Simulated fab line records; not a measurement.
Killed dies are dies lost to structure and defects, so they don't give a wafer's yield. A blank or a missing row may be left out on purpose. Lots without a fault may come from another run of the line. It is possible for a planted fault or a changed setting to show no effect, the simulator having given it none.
fab line records    flow nandHarc
record lots=13  wafers=37  lastDay=26
route steps=1159 shown A_SOURCE_PLATE@416 A_ONON_D1@427 A_CHANNEL_HOLE_D1@450 END@1159
lots that met no fault: taken from a fault-free run of the same line
startH: start of the lot's first displayed wafer, in hours after the record's first day    waitH: hours since the lot's step before    " same as the row above    L1.1+2: a row that stands for several wafers    - value missing, or start not given    * or withheld: withheld    < > ~ a bound
route shown NAME@n: NAME is a module with steps in the file, n the number in the route of the first one    usual: the fault-free wafers' mean and standard deviation    same: alike in all rows    chamber/n: place in a boat    sites: each site's reading    _std_site: the standard deviation of these    _edge_site: inner sites' mean taken away from outer sites' mean    radiusMm: how far each site lies from the wafer's centre    mask NAME#n: copy n    behind: the most recent tool/chamber to have shaped the wafer    hold: cause of the lot's hold/its duration in hours/its outcome    device: which transistor (n, p or np) failed to switch    end of line: tests of these same wafers at the route's end    for a step that has no rows: nothing shown but its recipe    killed: count of dies lost to structure and defects at first sort (not the wafer's yield)    map: dies across one wafer; x = killed, . = not, _ = none there
set.NAME: the run value of the setting; set.NAME@STEP: its run value at that earlier step    model.NAME: the simulator's own value behind a step, which no gauge read
steps of the route over a sample of lots; a table a step, a row a wafer
services: the hour from which a tool's chamber was out of use, counted from the record's first day as startH (under 0 if before that day), plus the number of hours and why
## steps
# step NHARC_A_SOURCE_PLATE_THK_MEAS_09
# recipe thkMeasGauge=ellipsometry
# usual thkNm=9.7/1
lot.wafer  tool          chamber  startH  waitH  thkNm
L175.1     filmMetro-02  -        145.26  0.4    8.2
L175.3     "             -        "       "      11.2
L175.6     "             -        "       "      8.9
L177.1     filmMetro-02  -        150.63  0.4    9.6
L177.3     "             -        "       "      8.4
L177.6     "             -        "       "      7.6
L178.3     filmMetro-01  -        167.75  0.4    9.4
L178.5     "             -        "       "      9.0
L178.6     "             -        "       "      8.7
L179.1     filmMetro-02  -        167.77  0.4    9.0
L179.3     "             -        "       "      10.8
L179.5     "             -        "       "      9.2
L181.1     filmMetro-02  -        181.64  0.4    9.2
L181.4     "             -        "       "      9.0
L181.5     "             -        "       "      9.8
L182.4     filmMetro-01  -        197.52  0.4    10.2
L182.5     "             -        "       "      10.9
L182.6     "             -        "       "      11.2
L184.1     filmMetro-01  -        197.54  0.4    7.2
L188.1     filmMetro-01  -        218.26  0.4    9.2
L188.3     "             -        "       "      9.5
L188.5     "             -        "       "      9.3
L191.1     filmMetro-02  -        242.32  0.4    9.1
L191.3     "             -        "       "      10.6
L191.6     "             -        "       "      10.7
L195.1     filmMetro-01  -        255.90  0.4    8.7
L195.4     "             -        "       "      8.0
L195.6     "             -        "       "      11.1
L196.1     filmMetro-02  -        266.80  0.4    9.5
L196.2     "             -        "       "      9.6
L196.4     "             -        "       "      10.1
L193.2     filmMetro-01  -        266.80  0.4    8.6
L193.3     "             -        "       "      7.8
L193.5     "             -        "       "      8.4
L197.3     filmMetro-01  -        272.93  0.4    12.1
L197.5     "             -        "       "      9.1
L197.6     "             -        "       "      7.7
# step NHARC_A_ONON_D1_THK_MEAS_05
# recipe thkMeasGauge=ellipsometry
# usual thkNm=999/11
lot.wafer  tool          chamber  startH  waitH  thkNm
L175.1     filmMetro-02  -        159.37  -      1007
L175.3     "             -        "       "      1010
L175.6     "             -        "       "      1010
L177.1     filmMetro-02  -        164.70  -      1002
L177.3     "             -        "       "      1002
L177.6     "             -        "       "      1003
L178.3     filmMetro-01  -        181.83  -      999
L178.5     "             -        "       "      997
L178.6     "             -        "       "      999
L179.1     filmMetro-02  -        181.84  -      998
L179.3     "             -        "       "      998
L179.5     "             -        "       "      997
L181.1     filmMetro-02  -        202.25  -      1004
L181.4     "             -        "       "      1003
L181.5     "             -        "       "      1003
L184.1     filmMetro-02  -        211.91  -      1017
L182.4     filmMetro-02  -        211.91  -      992
L182.5     "             -        "       "      994
L182.6     "             -        "       "      996
L188.1     filmMetro-02  -        232.56  -      996
L188.3     "             -        "       "      998
L188.5     "             -        "       "      997
L191.1     filmMetro-02  -        256.84  -      1008
L191.3     "             -        "       "      1008
L191.6     "             -        "       "      1007
L195.1     filmMetro-02  -        271.67  -      986
L195.4     "             -        "       "      985
L195.6     "             -        "       "      984
L193.2     filmMetro-01  -        281.19  -      977
L193.3     "             -        "       "      977
L193.5     "             -        "       "      976
L196.1     filmMetro-01  -        281.34  -      1015
L196.2     "             -        "       "      1014
L196.4     "             -        "       "      1015
L197.3     filmMetro-01  -        287.52  -      998
L197.5     "             -        "       "      995
L197.6     "             -        "       "      995
# step NHARC_A_CHANNEL_HOLE_D1_DEP_00
# recipe targetThkA=31000  tempC=400  material=aC
# usual throttleValvePct=35.002/0.0086
lot.wafer  tool       chamber  startH  waitH  throttleValvePct
L175.1     aclDep-01  0        174.40  3.4    34.988
L175.3     "          0        "       "      35.006
L175.6     "          0        "       "      35.004
L177.1     aclDep-01  0        180.23  3.9    35.015
L177.3     "          0        "       "      35.007
L177.6     "          0        "       "      35.012
L179.1     aclDep-03  0        197.22  1.4    34.999
L179.3     "          0        "       "      35.001
L179.5     "          0        "       "      35.012
L178.3     aclDep-01  0        198.16  2.2    35.007
L178.5     "          0        "       "      34.995
L178.6     "          0        "       "      35.006
L181.1     aclDep-03  0        215.95  0.9    34.997
L181.4     "          0        "       "      35.007
L181.5     "          0        "       "      35.000
L184.1     aclDep-02  0        228.42  1.8    34.989
L182.4     aclDep-01  0        230.89  4.1    34.998
L182.5     "          0        "       "      34.998
L182.6     "          0        "       "      34.998
L188.1     aclDep-03  0        246.16  1.2    34.998
L188.3     "          0        "       "      34.994
L188.5     "          0        "       "      35.002
L191.1     aclDep-03  0        268.50  0.1    35.001
L191.3     "          0        "       "      34.989
L191.6     "          0        "       "      35.000
L195.1     aclDep-01  0        283.58  0.1    34.995
L195.4     "          0        "       "      34.996
L195.6     "          0        "       "      35.005
L193.2     aclDep-03  0        293.22  0.4    35.021
L193.3     "          0        "       "      34.996
L193.5     "          0        "       "      34.996
L196.1     aclDep-03  0        296.56  3.5    34.983
L196.2     "          0        "       "      34.999
L196.4     "          0        "       "      34.991
L197.3     aclDep-02  0        303.44  4.3    35.018
L197.5     "          0        "       "      34.989
L197.6     "          0        "       "      35.004
# step NHARC_A_CHANNEL_HOLE_D1_STRIP_27
# recipe o2FlowSccm=500  arFlowSccm=0  biasW=0  chemistry=O2
# usual drypumpMotorCurrentA=5.9/0.49  o2FlowSccm=499.8/1.5  oesProductAu=0.998/0.012  rfVppV=57.9/0.9  showerheadPlenumPTorr=3.57/0.15  throttleValvePct=17.037/0.0096
lot.wafer  tool        chamber  startH  waitH  drypumpMotorCurrentA  o2FlowSccm  oesProductAu  rfHoursCounterH  rfVppV  showerheadPlenumPTorr  throttleValvePct
L175.3     rieDiel-05  0        183.25  -      5.6                   500.3       1.028         0                57.7    3.35                   17.015
L175.1     "           1        "       "      6.3                   500.7       1.010         0                57.9    3.72                   17.026
L175.6     "           2        "       "      6.4                   499.2       0.993         -                57.9    3.65                   17.044
L177.1     rieDiel-05  2        189.10  -      6.4                   500.4       0.996         0                56.8    3.65                   17.049
L177.3     "           1        "       "      6.3                   502.1       1.008         0                57.5    3.72                   17.029
L177.6     "           2        "       "      6.4                   500.2       1.000         -                57.1    3.65                   17.041
L179.3     rieDiel-05  2        205.92  -      6.3                   498.8       0.999         1                56.7    3.65                   17.044
L179.1     "           3        "       "      5.0                   499.5       1.011         1                57.9    3.68                   17.030
L179.5     "           3        "       "      5.0                   498.2       1.014         -                58.7    3.67                   17.043
L178.3     rieDiel-09  1        206.76  0.3    6.6                   501.8       0.986         -                58.3    3.65                   17.036
L178.5     "           1        "       "      6.6                   501.7       0.981         -                58.2    3.65                   17.043
L178.6     "           0        "       "      5.3                   498.7       0.996         -                58.7    3.67                   17.048
L181.1     rieDiel-05  3        225.04  -      5.0                   499.4       1.005         2                57.9    3.67                   17.038
L181.4     "           1        "       "      6.3                   499.1       0.995         2                59.0    3.72                   17.039
L181.5     "           3        "       "      5.0                   497.4       0.997         -                58.4    3.67                   17.038
L184.1     rieDiel-05  0        237.21  -      5.6                   502.6       1.010         2                56.3    3.35                   17.033
L182.4     rieDiel-09  0        238.95  -      5.3                   499.4       0.991         11               58.6    3.67                   17.044
L182.6     "           3        "       "      5.5                   498.2       1.010         -                57.3    3.72                   17.022
L182.5     "           0        "       "      5.3                   500.4       0.988         -                58.5    3.67                   17.031
L188.1     rieDiel-05  3        254.98  -      4.9                   500.2       1.017         4                58.1    3.67                   17.049
L188.3     "           2        "       "      6.4                   499.0       0.994         5                57.7    3.65                   17.037
L188.5     "           0        "       "      5.6                   501.4       1.012         -                57.1    3.35                   17.032
L191.1     rieDiel-09  3        277.59  -      5.5                   499.0       0.994         1                58.9    3.72                   17.036
L191.3     "           0        "       "      5.3                   500.4       0.979         1                59.8    3.67                   17.057
L191.6     "           3        "       "      5.5                   497.7       0.982         -                56.5    3.72                   17.035
L195.1     rieDiel-09  0        292.41  -      5.3                   496.3       0.982         2                58.1    3.67                   17.037
L195.4     "           1        "       "      6.6                   500.3       1.009         2                57.6    3.65                   17.018
L195.6     "           2        "       "      6.2                   501.1       0.982         -                58.3    3.72                   17.022
L193.3     rieDiel-06  1        301.77  -      6.0                   500.1       1.009         2                57.1    3.31                   17.040
L193.2     "           2        "       "      5.6                   499.2       0.992         2                56.9    3.53                   17.044
L193.5     "           1        "       "      6.0                   499.6       0.997         -                57.1    3.31                   17.035
L196.1     rieDiel-06  3        305.91  -      6.0                   500.5       1.000         2                57.2    3.30                   17.035
L196.2     "           0        "       "      6.4                   501.2       0.996         2                58.4    3.58                   17.038
L196.4     "           1        "       "      5.9                   498.6       1.010         2                57.4    3.31                   17.034
L197.3     rieDiel-09  3        312.32  -      5.5                   501.8       0.987         3                58.2    3.72                   17.049
L197.5     "           1        "       "      6.6                   500.9       0.990         -                56.7    3.64                   17.027
L197.6     "           2        "       "      6.2                   499.2       0.988         -                58.2    3.72                   17.030
# step NHARC_A_CHANNEL_HOLE_D1_INSPECT_40
# usual rawDefectCount=65/16
lot.wafer  tool              chamber  startH  waitH  hold                     rawDefectCount
L175.1     defectInspect-02  -        184.18  -      -                        81
L175.3     "                 -        "       "      -                        78
L175.6     "                 -        "       "      -                        86
L177.1     defectInspect-01  -        190.00  -      -                        51
L177.3     "                 -        "       "      -                        36
L177.6     "                 -        "       "      -                        66
L179.1     defectInspect-01  -        206.82  -      -                        48
L179.3     "                 -        "       "      -                        59
L179.5     "                 -        "       "      -                        59
L178.3     defectInspect-02  -        207.76  -      -                        61
L178.5     "                 -        "       "      -                        44
L178.6     "                 -        "       "      -                        40
L181.1     defectInspect-01  -        225.90  -      -                        38
L181.4     "                 -        "       "      -                        64
L181.5     "                 -        "       "      -                        44
L184.1     defectInspect-01  -        238.16  -      awaitDispo/0.2h/release  1181
L184.1     defectInspect-01  -        238.33  0.2    -                        1157
L182.4     defectInspect-02  -        239.81  -      -                        38
L182.5     "                 -        "       "      -                        64
L182.6     "                 -        "       "      -                        54
L188.1     defectInspect-01  -        255.86  -      awaitDispo/0.2h/release  84
L188.3     "                 -        "       "      awaitDispo/0.2h/release  73
L188.5     "                 -        "       "      awaitDispo/0.2h/release  1343
L188.1     defectInspect-01  -        256.03  0.2    -                        81
L188.3     "                 -        "       "      -                        65
L188.5     "                 -        "       "      -                        1337
L191.1     defectInspect-01  -        278.42  -      -                        66
L191.3     "                 -        "       "      -                        52
L191.6     "                 -        "       "      -                        71
L195.1     defectInspect-02  -        293.21  -      -                        78
L195.4     "                 -        "       "      -                        89
L195.6     "                 -        "       "      -                        69
L193.2     defectInspect-01  -        302.66  -      -                        78
L193.3     "                 -        "       "      -                        81
L193.5     "                 -        "       "      -                        74
L196.1     defectInspect-01  -        306.79  -      -                        98
L196.2     "                 -        "       "      -                        96
L196.4     "                 -        "       "      -                        72
L197.3     defectInspect-01  -        313.11  -      -                        75
L197.5     "                 -        "       "      -                        55
L197.6     "                 -        "       "      -                        52
# step NHARC_END_SORT_01
# recipe tempC=25
# usual killedAtArray=27/12  killedAtOther=0.9/1.1  killedAtPeriphery=3.2/2.4  killedDies=31/12  killedOpen=3.3/1.7  killedShort=2.0/1.6
# same grossDies=677
lot.wafer  tool       chamber  startH  waitH  killedAtArray  killedAtOther  killedAtPeriphery  killedDies  killedOpen  killedShort
L184.1     prober-01  0        571.41  2.5    70             1              4                  75          2           2
L188.1     prober-01  0        579.11  2.5    23             1              1                  25          3           2
L188.3     prober-01  0        580.73  3.1    30             0              0                  30          5           1
L188.5     prober-01  0        582.34  3.7    71             1              0                  72          3           3
# killed by level:class
L184.1 A_CHANNEL_HOLE_D1:unspecified=51 A_CHANNEL_HOLE_D1:chamberFilmFlake=12 P_STI:chamberFilmFlake=2 P_M0:geometricParticle:open=1 A_SLIT:geometricParticle:open=1 A_CONTACT:geometricParticle:short=1 A_M0:geometricParticle:short=1 P_ZERO_WELL:chamberFilmFlake=1
L188.1 A_CHANNEL_HOLE_D1:chamberFilmFlake=17 A_STAIRCASE:chamberFilmFlake=2 P_GATE:geometricParticle:open=1 A_ONON_D1:geometricParticle:short=1 A_SGD_CUT:geometricParticle:open=1 A_WL_FILL:geometricParticle:short=1 STARTING-WAFER:geometricParticle:open=1 A_CONTACT:chamberFilmFlake=1
L188.3 A_CHANNEL_HOLE_D1:chamberFilmFlake=17 A_STAIRCASE:chamberFilmFlake=4 A_CONTACT:geometricParticle:open=3 A_WL_FILL:geometricParticle:open=2 A_CONTACT:geometricParticle:short=1 A_WL_FILL:chamberFilmFlake=1 A_CONTACT:chamberFilmFlake=1 A_BLC:chamberFilmFlake=1
L188.5 A_CHANNEL_HOLE_D1:unspecified=47 A_CHANNEL_HOLE_D1:chamberFilmFlake=13 A_CHANNEL_HOLE_D1:geometricParticle:short=2 A_WL_FILL:chamberFilmFlake=2 A_WL_FILL:geometricParticle:open=1 A_CONTACT:geometricParticle:open=1 A_BLC:geometricParticle:open=1 A_M1:geometricParticle:short=1
## services
tool        chamber  startH  hours  kind
rieDiel-05  -        163.60  9.0    pm
rieDiel-05  0        163.60  9.0    ventCycle
rieDiel-05  1        163.60  9.0    ventCycle
rieDiel-05  2        163.60  9.0    ventCycle
rieDiel-05  3        163.60  9.0    ventCycle
aclDep-02   -        167.71  13.0   pm
rieDiel-05  0        172.60  -      clean
rieDiel-05  1        172.60  -      clean
rieDiel-05  2        172.60  -      clean
rieDiel-05  3        172.60  -      clean
rieDiel-06  -        178.28  0.2    repair
rieDiel-05  3        180.60  3.5    repair
rieDiel-05  0        197.10  -      clean
rieDiel-05  1        197.10  -      clean
rieDiel-09  2        203.33  9.9    repair
rieDiel-09  3        205.37  12.2   repair
aclDep-03   -        225.24  13.0   pm
rieDiel-06  -        239.30  0.7    repair
rieDiel-06  -        241.20  9.0    pm
rieDiel-05  0        246.01  4.7    repair
rieDiel-09  -        254.10  9.0    pm
rieDiel-05  1        262.10  17.3   repair
aclDep-01   -        294.18  13.0   pm
rieDiel-05  1        298.42  10.8   repair
## key
firstSign step=NHARC_A_CHANNEL_HOLE_D1_INSPECT_40  reading=visit  direction=added
effect step=NHARC_A_CHANNEL_HOLE_D1_INSPECT_40  reading=rawDefectCount  direction=up  sigmas=74  usual=65  struck=1262
effect step=NHARC_END_SORT_01  reading=killedAtArray  direction=up  sigmas=3.7  usual=27  struck=70
moreKillsBornAt NHARC_A_CHANNEL_HOLE_D1_STRIP_27@rieDiel-05=98
metAt NHARC_A_CHANNEL_HOLE_D1_STRIP_27
struckLots L184,L188
struckWafers L184.1,L188.5
testerLeftOut L184,L188
notActingAt NHARC_A_SOURCE_PLATE_THK_MEAS_09,NHARC_A_ONON_D1_THK_MEAS_05,NHARC_A_CHANNEL_HOLE_D1_DEP_00
onsetBetween 183.25 237.21
fault kind=chamberParticleSource  tool=rieDiel-05  chamber=0  onsetH=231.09  steps=NHARC_A_CHANNEL_HOLE_D1_STRIP_27  ratePerVisitCm2=1.8148  endH=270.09
# testerLeftOut: of these lots the tester's yield and bins aren't shown, on N5 and GAA mostly nor the transistor test; their killed dies are dies lost to structure and defects alone, not to doping, threshold or leakage, so they don't give the yield
